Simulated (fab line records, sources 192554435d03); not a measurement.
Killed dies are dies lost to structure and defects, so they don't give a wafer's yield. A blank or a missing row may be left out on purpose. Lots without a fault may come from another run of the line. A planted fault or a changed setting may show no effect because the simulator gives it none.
Which tool did it? | flow n5_finfet | 8 lots, 23 wafers sampled, at 4 steps of a route of 1938

WHAT THE GAUGES READ, wafer by wafer
N5_BEOL_M4_RC_MEAS_101.
lot  | measured     | on        | IOFF_P (nA/um)
L876 | day 8 16:16  | prober-01 | 0.230 0.197 0.206
L877 | day 9 00:26  | prober-01 | 0.212 0.192 0.185
L878 | day 8 23:56  | prober-02 | 0.192 0.212 0.207
L879 | day 9 06:34  | prober-01 | 0.196 0.184 0.226
L880 | day 9 07:11  | prober-02 | 0.223 0.202 0.229
L889 | day 11 19:25 | prober-01 | 0.169 0.170 0.200
L890 | day 12 02:14 | prober-02 | 0.268 0.272
L891 | day 12 05:31 | prober-01 | 0.204 0.214 0.213

WHICH TOOL RAN EACH LOT (tool, then ch and the chambers of the sampled wafers, then the start)
lot  | N5_STI_FIN_REVEAL_OXIDATION_33      | N5_BEOL_M4_SPUTTER_88        | N5_BEOL_M4_SPUTTER_92
L876 | plasma_asher-02 ch 0,1, day 2 14:26 | pvd_sputter-01, day 8 13:59  | pvd_sputter-01, day 8 14:26
L877 | plasma_asher-01 ch 0,1, day 2 20:23 | pvd_sputter-03, day 8 22:05  | pvd_sputter-03, day 8 22:31
L878 | plasma_asher-01 ch 0,1, day 3 02:29 | pvd_sputter-02, day 8 21:42  | pvd_sputter-02, day 8 22:08
L879 | plasma_asher-01 ch 0,1, day 3 08:57 | pvd_sputter-01, day 9 04:20  | pvd_sputter-01, day 9 04:46
L880 | plasma_asher-01 ch 0,1, day 3 14:58 | pvd_sputter-03, day 9 04:36  | pvd_sputter-03, day 9 05:02
L889 | plasma_asher-02 ch 0,1, day 5 19:34 | pvd_sputter-03, day 11 17:08 | pvd_sputter-03, day 11 17:34
L890 | plasma_asher-01 ch 0,1, day 6 01:51 | pvd_sputter-02, day 12 00:14 | pvd_sputter-02, day 12 00:41
L891 | plasma_asher-02 ch 0,1, day 6 07:40 | pvd_sputter-01, day 12 03:28 | pvd_sputter-01, day 12 03:55
- N5_STI_FIN_REVEAL_OXIDATION_33: chemistry O2 PLASMA REMOTE, time 20 s.
- N5_BEOL_M4_SPUTTER_88: material Cu, target thk 4.5 nm, time 8.29 s.
- N5_BEOL_M4_SPUTTER_92: material Cu, target thk 4.5 nm, time 8.29 s.

THE ANSWER, worked out from the rows above alone
Rule: what is usual is taken from the lots themselves. Put in order of their means at a reading, lots are off if they are a third of the lots or fewer, leave a main group of 4 or more, and stand apart from it by a gap of 3 or more times the standard deviation of the main group's means; of several such gaps the widest counts. A main group whose means are all the same, to the digits that the tables above print for the reading, isn't used. A lot without any number at a reading at which 4 lots or more have one is off too. The other lots that the step has rows for count as sound.
Off: L890, at N5_BEOL_M4_RC_MEAS_101 (IOFF_P). The main group: mean 0.203 nA/um, standard deviation 0.012.
A tool fits if, at a process step before that reading, it ran every lot that is off, and no sound lot after the first of them. The gauges at N5_BEOL_M4_RC_MEAS_101 are tried like those tools. Can't be told from this: 3 tools fit, plasma_asher-01 at N5_STI_FIN_REVEAL_OXIDATION_33, pvd_sputter-02 at N5_BEOL_M4_SPUTTER_88 and N5_BEOL_M4_SPUTTER_92, prober-02 at N5_BEOL_M4_RC_MEAS_101.

WHAT THE SIMULATOR HAD PUT IN
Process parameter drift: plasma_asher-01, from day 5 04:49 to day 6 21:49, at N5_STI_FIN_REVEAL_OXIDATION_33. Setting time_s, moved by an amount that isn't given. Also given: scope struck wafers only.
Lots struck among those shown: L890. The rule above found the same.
